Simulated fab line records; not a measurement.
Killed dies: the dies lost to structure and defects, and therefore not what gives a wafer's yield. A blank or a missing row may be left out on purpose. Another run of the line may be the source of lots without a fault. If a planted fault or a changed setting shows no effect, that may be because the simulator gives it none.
fab line records	flow nandHarc
record: lots: 5	wafers: 15	lastDay: 33
route steps=1302 shown A_BONDPAD@1208 END@1302
lots with no fault: from the same line, run without faults
startH: hours from the record's first day to the start of the lot's first wafer shown	waitH: time in hours since the lot's previous step	" repeats the value in the row above	L1.1+2: a single row standing in for several wafers	- no value, or no start was given	* or withheld: withheld	< > ~ a bound
route shown NAME@n: NAME is a module with steps in the file, n the number in the route of the first one	usual: mean/standard deviation of fault-free wafers	same: alike in all rows	chamber/n: place in a boat	sites: each site's reading	_std_site: how widely they spread, as a standard deviation	_edge_site: mean of outer sites minus mean of inner sites	radiusMm: how far each site lies from the wafer's centre	mask NAME#n: copy n	behind: the most recent tool/chamber to have shaped the wafer	hold: cause of the lot's hold/its duration in hours/its outcome	device: the n, p or np transistor that did not switch	end of line: tests of these same wafers at the route's end	a step given without rows: its recipe and nothing more	killed: dies lost to structure and defects at the first sort, not the wafer's yield	map: per-die view of a wafer (x killed, . not killed, _ where there is no die)
set.NAME: setting as actually run; set.NAME@STEP: the setting as run at that earlier step	model.NAME: the simulator's own value behind a step, which no gauge read
lots seen at some steps along the route; tables by step, rows by wafer
services: the hour from which a tool's chamber was out of use, counted from the record's first day as startH (under 0 if before that day), plus the number of hours and why
== steps ==
step: NHARC_A_BONDPAD_COAT_33
recipe: tempC: 200	timeS: 65
step: NHARC_A_BONDPAD_COAT_03
recipe: spinRpm: 2000	resistThkNm: 600
step: NHARC_A_BONDPAD_SOFTBAKE_04
recipe: tempC: 125	timeS: 70
step: NHARC_A_BONDPAD_EBR_05
step: NHARC_A_BONDPAD_EXPOSE_06
recipe: na: 0.55	doseMj: 36.99	maskId: A_BPAD
step: NHARC_A_BONDPAD_PEB_07
recipe: pebTempC: 128	pebTimeS: 80
step: NHARC_A_BONDPAD_DEVELOP_08
recipe: timeS: 50	devTempC: 22
step: NHARC_A_BONDPAD_CD_MEAS_09
recipe: targetCdNm: 500	landingEnergyEv: 500
usual: cdNm: 501.9/2.7
lot.wafer	tool	chamber	startH	waitH	cdNm
L261.2	cdSem-03	0	537.75	-	499.3
L261.3	"	0	"	"	501.4
L261.6	"	0	"	"	499.0
L265.1	cdSem-01	0	592.96	-	500.1
L265.2	"	0	"	"	504.0
L265.6	"	0	"	"	502.5
L273.2	cdSem-02	0	676.26	-	500.8
L273.3	"	0	"	"	504.8
L273.4	"	0	"	"	502.2
L275.1	cdSem-03	0	678.81	-	505.3
L275.4	"	0	"	"	504.7
L275.6	"	0	"	"	505.7
L283.1	cdSem-01	0	763.99	-	502.1
L283.2	"	0	"	"	501.4
L283.6	"	0	"	"	502.0
step: NHARC_A_BONDPAD_OVL_MEAS_35
usual: overlayXNm: 2/3.3	overlayYNm: 1/5.7
lot.wafer	tool	chamber	startH	waitH	overlayXNm	overlayYNm
L261.2	overlay-02	-	537.84	-	-3	1
L261.3	"	-	"	"	-3	1
L261.6	"	-	"	"	-4	1
L265.1	overlay-02	-	593.05	-	-1	2
L265.2	"	-	"	"	-1	2
L265.6	"	-	"	"	-1	2
L273.2	overlay-02	-	676.35	-	10	7
L273.3	"	-	"	"	9	7
L273.4	"	-	"	"	9	7
L275.1	overlay-02	-	678.90	-	8	19
L275.4	"	-	"	"	7	19
L275.6	"	-	"	"	7	18
L283.1	overlay-02	-	764.08	-	2	3
L283.2	"	-	"	"	3	3
L283.6	"	-	"	"	3	3
step: NHARC_A_BONDPAD_HARDBAKE_10
recipe: tempC: 118	timeS: 65
step: NHARC_A_BONDPAD_DESCUM_11
recipe: timeS: 3	o2FlowSccm: 200	arFlowSccm: 0	biasPowerW: 0	chemistry: O2
usual: drypumpMotorCurrentA: 5.7/0.42	mfcArSccm: 0.010/0.013	oesProductAu: 0.993/0.012	rfVppV: 57.6/0.82	showerheadPlenumPTorr: 1.87/0.066	throttleValvePct: 11.312/0.0087
lot.wafer	tool	chamber	startH	waitH	drypumpMotorCurrentA	mfcArSccm	oesProductAu	rfHoursCounterH	rfVppV	showerheadPlenumPTorr	throttleValvePct
L261.2	rieDiel-06	3	537.98	-	5.9	0	1.000	6	59.0	1.89	11.300
L261.3	"	0	"	"	6.1	0	0.988	6	58.2	1.82	11.311
L261.6	"	2	"	"	5.8	0	0.972	-	56.5	1.83	11.312
L265.1	rieDiel-06	0	593.19	-	6.1	0	0.985	16	56.6	1.82	11.306
L265.2	"	1	"	"	4.9	0.030	0.975	16	57.9	1.86	11.319
L265.6	"	2	"	"	5.9	0	0.987	-	57.3	1.83	11.308
L273.3	rieDiel-11	2	676.48	-	5.5	0	0.999	3	57.3	1.84	11.319
L273.2	"	3	"	"	5.8	0.033	0.991	2	58.4	2.01	11.306
L273.4	"	0	"	"	6.2	0.002	1.001	2	57.6	1.91	11.295
L275.1	rieDiel-11	1	679.03	-	5.2	0.015	0.986	3	57.4	1.79	11.318
L275.4	"	0	"	"	6.2	0.002	1.013	2	57.6	1.91	11.320
L275.6	"	2	"	"	5.5	0	1.008	-	58.0	1.84	11.323
L283.2	rieDiel-06	3	764.21	-	5.9	0	0.987	15	56.5	1.88	11.313
L283.1	"	2	"	"	5.9	0	1.015	15	57.2	1.82	11.321
L283.6	"	0	"	"	6.1	0	1.005	-	56.8	1.81	11.310
step: NHARC_A_BONDPAD_ETCH_34
recipe: targetDepthA: 600	overetchA: 180	timeS: 65.91	ionEnergyEv: 200	n2FlowSccm: 150	h2FlowSccm: 150	arFlowSccm: 0	rfW: 400	biasW: 150	chemistry: N2/H2
usual: drypumpMotorCurrentA: 5.7/0.42	h2FlowSccm: 150.0/0.4	mfcArSccm: 0.010/0.013	oesProductAu: 0.991/0.012	rfFwdPowerW: 396.6/1.2	rfVppV: 429.3/2	showerheadPlenumPTorr: 1.99/0.071	throttleValvePct: 14.171/0.0092
lot.wafer	tool	chamber	startH	waitH	drypumpMotorCurrentA	h2FlowSccm	mfcArSccm	oesProductAu	rfFwdPowerW	rfHoursCounterH	rfVppV	showerheadPlenumPTorr	throttleValvePct
L261.3	rieDiel-06	2	538.05	0.1	5.9	150.0	0	0.972	396.0	7	427.6	1.95	14.189
L261.2	"	3	"	"	5.9	150.2	0	0.981	396.4	6	429.8	2.01	14.172
L261.6	"	3	"	"	5.8	150.9	0	0.979	396.0	-	428.9	2.01	14.159
L265.1	rieDiel-06	0	593.27	0.1	6.2	149.7	0	0.989	397.2	16	428.0	1.94	14.161
L265.2	"	1	"	"	4.9	149.5	0.030	0.968	398.2	16	428.7	1.98	14.161
L265.6	"	2	"	"	5.9	150.3	0	0.981	396.2	-	427.6	1.95	14.179
L273.3	rieDiel-11	3	676.56	0.1	5.8	149.8	0.033	0.980	398.0	2	433.0	2.14	14.171
L273.4	"	0	"	"	6.2	150.0	0.002	1.007	396.2	2	431.3	2.04	14.159
L273.2	"	1	"	"	5.3	149.9	0.015	0.993	395.8	2	427.3	1.91	14.159
L275.4	rieDiel-11	1	679.12	0.1	5.3	149.9	0.015	0.981	396.0	3	427.6	1.91	14.173
L275.1	"	2	"	"	5.5	150.0	0	0.994	399.5	3	428.4	1.96	14.161
L275.6	"	3	"	"	5.8	149.5	0.033	0.985	398.3	-	433.6	2.14	14.178
L283.1	rieDiel-06	1	764.30	0.1	4.8	149.7	0.030	0.992	398.0	12	428.4	1.97	14.176
L283.2	"	3	"	"	5.8	150.6	0	0.994	396.8	15	430.7	2.00	14.172
L283.6	"	1	"	"	4.8	149.6	0.030	0.978	399.9	-	429.9	1.97	14.191
step: NHARC_A_BONDPAD_ETCH_12
recipe: targetDepthA: 2200	timeS: 110	chf3FlowSccm: 50	o2FlowSccm: 10	arFlowSccm: 200	rfW: 500	biasW: 200	chemistry: CHF3/O2
usual: drypumpMotorCurrentA: 5.7/0.4	mfcArSccm: 200.0/0.58	oesProductAu: 0.929/0.023	rfFwdPowerW: 497.0/1.5	rfVppV: 369.5/1.9	showerheadPlenumPTorr: 2.35/0.078	throttleValvePct: 20.573/0.0095
lot.wafer	tool	chamber	startH	waitH	drypumpMotorCurrentA	mfcArSccm	oesProductAu	rfFwdPowerW	rfHoursCounterH	rfVppV	showerheadPlenumPTorr	throttleValvePct
L261.3	rieDiel-06	2	538.15	-	5.9	200.2	0.899	496.8	7	367.0	2.31	20.558
L261.2	"	3	"	"	5.9	200.2	0.909	497.0	6	370.0	2.37	20.580
L261.6	"	2	"	"	5.8	199.7	0.902	496.3	-	368.1	2.31	20.578
L265.2	rieDiel-06	3	593.35	-	5.9	201.1	0.908	496.4	16	368.4	2.37	20.583
L265.1	"	1	"	"	4.8	199.9	0.900	497.7	16	370.7	2.34	20.564
L265.6	"	3	"	"	5.9	200.5	0.909	497.4	-	370.3	2.37	20.576
L273.4	rieDiel-11	3	676.65	-	5.8	200.6	0.948	494.5	2	373.3	2.51	20.574
L273.3	"	1	"	"	5.2	200.1	0.949	500.2	3	367.1	2.26	20.587
L273.2	"	2	"	"	5.6	200.5	0.963	496.6	3	369.1	2.31	20.570
L275.1	rieDiel-11	0	679.20	-	6.2	199.5	1.225	695.1	2	371.4	2.40	20.576
L275.4	"	2	"	"	5.6	199.5	0.959	498.4	3	367.7	2.32	20.588
L275.6	"	1	"	"	5.3	200.1	0.939	500.7	-	368.2	2.26	20.572
L283.1	rieDiel-06	2	764.38	-	5.8	199.8	0.927	498.1	15	369.6	2.30	20.580
L283.2	"	1	"	"	4.8	200.5	0.916	497.1	12	369.5	2.33	20.579
L283.6	"	2	"	"	5.9	200.5	0.916	497.6	-	366.8	2.30	20.582
step: NHARC_A_BONDPAD_CD_MEAS_13
usual: cdNm: 501.6/3
lot.wafer	tool	chamber	startH	waitH	cdNm
L261.2	cdSem-02	-	538.28	-	500.2
L261.3	"	-	"	"	500.5
L261.6	"	-	"	"	499.1
L265.1	cdSem-02	-	593.49	-	497.2
L265.2	"	-	"	"	503.7
L265.6	"	-	"	"	501.6
L273.2	cdSem-01	-	676.79	-	500.3
L273.3	"	-	"	"	506.3
L273.4	"	-	"	"	501.5
L275.1	cdSem-02	-	679.34	-	509.4
L275.4	"	-	"	"	503.6
L275.6	"	-	"	"	506.6
L283.1	cdSem-01	-	764.52	-	499.1
L283.2	"	-	"	"	500.4
L283.6	"	-	"	"	500.6
step: NHARC_END_SORT_01
recipe: tempC: 25
usual: defectLimitedYield: 91/3.1	killedAtArray: 54/21	killedAtOther: 0.9/1.1	killedAtPeriphery: 3.5/2.5	killedDies: 58/21	killedOpen: 3.3/1.9	killedShort: 2.6/1.8	sort_bin_2_pct: 3.0/1.4	sort_bin_3_pct: 0.6/0.41	sort_bin_4_pct: 4.9/1.7	sortNPass: 619/21	sortRimYieldPct: 92/4	sortYieldPct: 91/3.1
same: grossDies: 677	sort_bin_5_pct[%]: 0	sort_bin_6_pct[%]: 0	sort_bin_7_pct[%]: 0	sort_bin_8_pct[%]: 0	sortRimNGross: 106.00
lot.wafer	tool	chamber	startH	waitH	defectLimitedYield[%]	killedAtArray	killedAtOther	killedAtPeriphery	killedDies	killedOpen	killedShort	sort_bin_2_pct[%]	sort_bin_3_pct[%]	sort_bin_4_pct[%]	sortNPass	sortRimYieldPct[%]	sortYieldPct[%]
L261.2	prober-02	0	569.15	2.8	93	43	0	2	45	2	0	1.6	0.4	4.6	632	98	93
L261.3	prober-02	0	569.95	3.1	92	51	1	3	55	7	0	3.4	0.4	4.3	622	91	92
L261.6	prober-02	0	572.36	4.0	93	37	1	9	47	5	2	2.4	0.3	4.3	630	97	93
L265.1	prober-01	0	622.74	2.5	92	51	2	2	55	2	2	2.8	0.1	5.2	622	92	92
L265.2	prober-01	0	623.54	2.8	92	45	1	6	52	7	2	2.2	0.9	4.6	625	96	92
L265.6	prober-01	0	626.74	4.0	92	50	0	3	53	2	1	3.1	0.4	4.3	624	94	92
L273.2	prober-01	0	706.28	2.8	91	58	1	0	59	2	1	2.1	1.0	5.6	618	95	91
L273.3	prober-01	0	707.09	3.1	91	56	1	4	61	4	3	2.8	0.3	5.9	616	94	91
L273.4	prober-01	0	707.89	3.4	92	49	4	2	55	2	2	2.5	1.0	4.6	622	98	92
L275.1	prober-01	0	713.27	2.5	94	32	2	6	40	4	1	1.6	0.9	3.4	637	89	94
L275.4	prober-01	0	715.65	3.4	91	54	1	7	62	4	1	3.5	0.6	5.0	615	92	91
L275.6	prober-01	0	717.24	4.0	92	41	4	11	56	0	2	3.1	0.6	4.6	621	90	92
L283.1	prober-02	0	794.46	2.5	92	49	3	2	54	4	4	3.4	0.7	3.8	623	94	92
L283.2	prober-02	0	795.26	2.8	93	44	1	1	46	4	4	2.4	0.7	3.7	631	89	93
L283.6	prober-02	0	798.49	4.0	94	38	0	0	38	0	0	2.5	0.3	2.8	639	94	94
killed by level:class
L261.2 A_CHANNEL_HOLE_D2:chamberFilmFlake=32 A_CONTACT:chamberFilmFlake=3 A_CHANNEL_HOLE_D1:chamberFilmFlake=2 A_CHANNEL_FILL_D1:chamberFilmFlake=2 A_WL_FILL:chamberFilmFlake=2 P_M0:geometricParticle:open=1 A_ONON_D2:geometricParticle:open=1 P_CONTACT:chamberFilmFlake=1
L261.3 A_CHANNEL_HOLE_D2:chamberFilmFlake=30 A_CONTACT:chamberFilmFlake=7 A_CHANNEL_FILL_D1:chamberFilmFlake=5 A_SLIT:chamberFilmFlake=3 A_ONON_D2:geometricParticle:open=2 P_M2:geometricParticle:open=1 A_CHANNEL_FILL_D1:geometricParticle:open=1 A_DECK1_JOINT:geometricParticle:open=1
L261.6 A_CHANNEL_HOLE_D2:chamberFilmFlake=26 P_CONTACT:chamberFilmFlake=4 A_CONTACT:chamberFilmFlake=3 P_M0:geometricParticle:open=2 P_GATE:chamberFilmFlake=2 A_CHANNEL_HOLE_D1:chamberFilmFlake=2 A_CHANNEL_FILL_D1:chamberFilmFlake=2 P_STI:geometricParticle:open=1
L265.1 A_CHANNEL_HOLE_D2:chamberFilmFlake=32 A_CHANNEL_HOLE_D1:chamberFilmFlake=5 A_DECK1_JOINT:chamberFilmFlake=3 A_STAIRCASE:chamberFilmFlake=3 A_CONTACT:chamberFilmFlake=2 THIN_TSV:chamberFilmFlake=2 P_CONTACT:geometricParticle:open=1 A_ONON_D2:geometricParticle:short=1
L265.2 A_CHANNEL_HOLE_D2:chamberFilmFlake=25 P_M0:geometricParticle:open=3 A_CHANNEL_HOLE_D1:chamberFilmFlake=3 A_CHANNEL_FILL_D2:geometricParticle:short=2 A_CHANNEL_FILL_D2:chamberFilmFlake=2 A_STAIRCASE:chamberFilmFlake=2 A_SLIT:chamberFilmFlake=2 A_CONTACT:chamberFilmFlake=2
L265.6 A_CHANNEL_HOLE_D2:chamberFilmFlake=35 A_CHANNEL_HOLE_D1:chamberFilmFlake=6 A_STAIRCASE:chamberFilmFlake=2 A_CONTACT:chamberFilmFlake=2 P_M0:geometricParticle:open=1 A_CONTACT:geometricParticle:short=1 A_BLC:geometricParticle:open=1 P_STI:chamberFilmFlake=1
L273.2 A_CHANNEL_HOLE_D1:chamberFilmFlake=35 A_CONTACT:chamberFilmFlake=6 A_ZERO_WELL:chamberFilmFlake=3 A_CHANNEL_FILL_D2:chamberFilmFlake=3 A_WL_FILL:chamberFilmFlake=3 A_CHANNEL_FILL_D1:geometricParticle:open=2 A_STAIRCASE:chamberFilmFlake=2 A_SLIT:chamberFilmFlake=2
L273.3 A_CHANNEL_HOLE_D1:chamberFilmFlake=35 P_M1:chamberFilmFlake=3 A_SLIT:chamberFilmFlake=3 A_CHANNEL_FILL_D2:chamberFilmFlake=3 A_CONTACT:chamberFilmFlake=3 A_M0:geometricParticle:open=2 A_WL_FILL:chamberFilmFlake=2 A_ONON_D1:geometricParticle:short=1
L273.4 A_CHANNEL_HOLE_D1:chamberFilmFlake=25 A_CONTACT:chamberFilmFlake=6 A_ZERO_WELL:chamberFilmFlake=5 A_SLIT:chamberFilmFlake=5 THIN_TSV:chamberFilmFlake=3 A_CHANNEL_FILL_D1:geometricParticle:short=2 A_CHANNEL_FILL_D2:chamberFilmFlake=2 A_WL_FILL:chamberFilmFlake=2
L275.1 A_SLIT:chamberFilmFlake=14 A_CHANNEL_HOLE_D2:chamberFilmFlake=8 P_GATE:chamberFilmFlake=3 A_CONTACT:chamberFilmFlake=3 A_BLC:geometricParticle:open=2 P_BONDPAD:chamberFilmFlake=2 A_WL_FILL:chamberFilmFlake=2 THIN_TSV:chamberFilmFlake=2
L275.4 A_SLIT:chamberFilmFlake=24 A_CHANNEL_HOLE_D2:chamberFilmFlake=9 A_CHANNEL_HOLE_D1:chamberFilmFlake=8 A_STAIRCASE:chamberFilmFlake=3 P_CONTACT:geometricParticle:open=2 P_BONDPAD:chamberFilmFlake=2 A_ZERO_WELL:chamberFilmFlake=2 A_CHANNEL_FILL_D2:chamberFilmFlake=2
L275.6 A_SLIT:chamberFilmFlake=19 A_CHANNEL_HOLE_D1:chamberFilmFlake=10 A_CHANNEL_HOLE_D2:chamberFilmFlake=6 THIN_TSV:chamberFilmFlake=4 P_ZERO_WELL:chamberFilmFlake=3 P_GATE:chamberFilmFlake=3 P_BONDPAD:chamberFilmFlake=3 P_CONTACT:chamberFilmFlake=2
L283.1 A_SLIT:chamberFilmFlake=33 A_CHANNEL_FILL_D2:geometricParticle:short=4 A_CHANNEL_HOLE_D2:chamberFilmFlake=4 A_CONTACT:chamberFilmFlake=4 THIN_TSV:chamberFilmFlake=2 P_GATE:geometricParticle:open=1 A_CHANNEL_FILL_D2:geometricParticle:open=1 A_WL_FILL:geometricParticle:open=1
L283.2 A_SLIT:chamberFilmFlake=20 A_CONTACT:chamberFilmFlake=7 A_STAIRCASE:chamberFilmFlake=4 A_CHANNEL_HOLE_D1:chamberFilmFlake=3 A_CHANNEL_HOLE_D1:geometricParticle:short=2 A_CHANNEL_HOLE_D2:chamberFilmFlake=2 P_M0:geometricParticle:open=1 A_CHANNEL_HOLE_D1:geometricParticle:open=1
L283.6 A_SLIT:chamberFilmFlake=33 A_CONTACT:chamberFilmFlake=2 A_CHANNEL_FILL_D1:chamberFilmFlake=1 A_DECK1_JOINT:chamberFilmFlake=1 A_STAIRCASE:chamberFilmFlake=1
== services ==
tool	chamber	startH	hours	kind
rieDiel-06	0	517.70	-	clean
rieDiel-06	1	517.70	-	clean
rieDiel-06	2	517.70	-	clean
rieDiel-06	3	517.70	-	clean
rieDiel-06	0	542.20	-	clean
rieDiel-06	1	542.20	-	clean
rieDiel-06	2	542.20	-	clean
rieDiel-06	3	542.20	-	clean
rieDiel-06	0	566.78	-	clean
rieDiel-06	1	566.78	-	clean
rieDiel-06	2	566.78	-	clean
rieDiel-06	3	566.78	-	clean
rieDiel-06	0	591.28	-	clean
rieDiel-06	1	591.28	-	clean
rieDiel-06	2	591.28	-	clean
rieDiel-06	3	591.28	-	clean
rieDiel-11	-	609.52	9.0	pm
rieDiel-06	-	660.48	0.3	repair
rieDiel-06	-	661.31	9.0	pm
rieDiel-06	1	670.89	15.1	repair
rieDiel-11	3	686.48	6.0	repair
rieDiel-11	3	744.33	1.7	repair
rieDiel-11	-	745.55	0.7	repair
rieDiel-11	1	754.04	5.3	repair
== key ==
firstSign: step: NHARC_A_BONDPAD_ETCH_12	reading: rfFwdPowerW	direction: up	sigmas: 99+	usual: *	struck: *
effect: step: NHARC_A_BONDPAD_ETCH_12	reading: oesProductAu	direction: up	sigmas: 13	usual: 0.929	struck: 1.225
metAt NHARC_A_BONDPAD_ETCH_12
struckWafers L275.1
fault: kind: processParameterDrift	tool: rieDiel-11	chamber: 0	onsetH: 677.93	steps: NHARC_A_BONDPAD_ETCH_12	channel: rfW	offset: *	shape: step	endH: 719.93	actsIn: *	stated: *
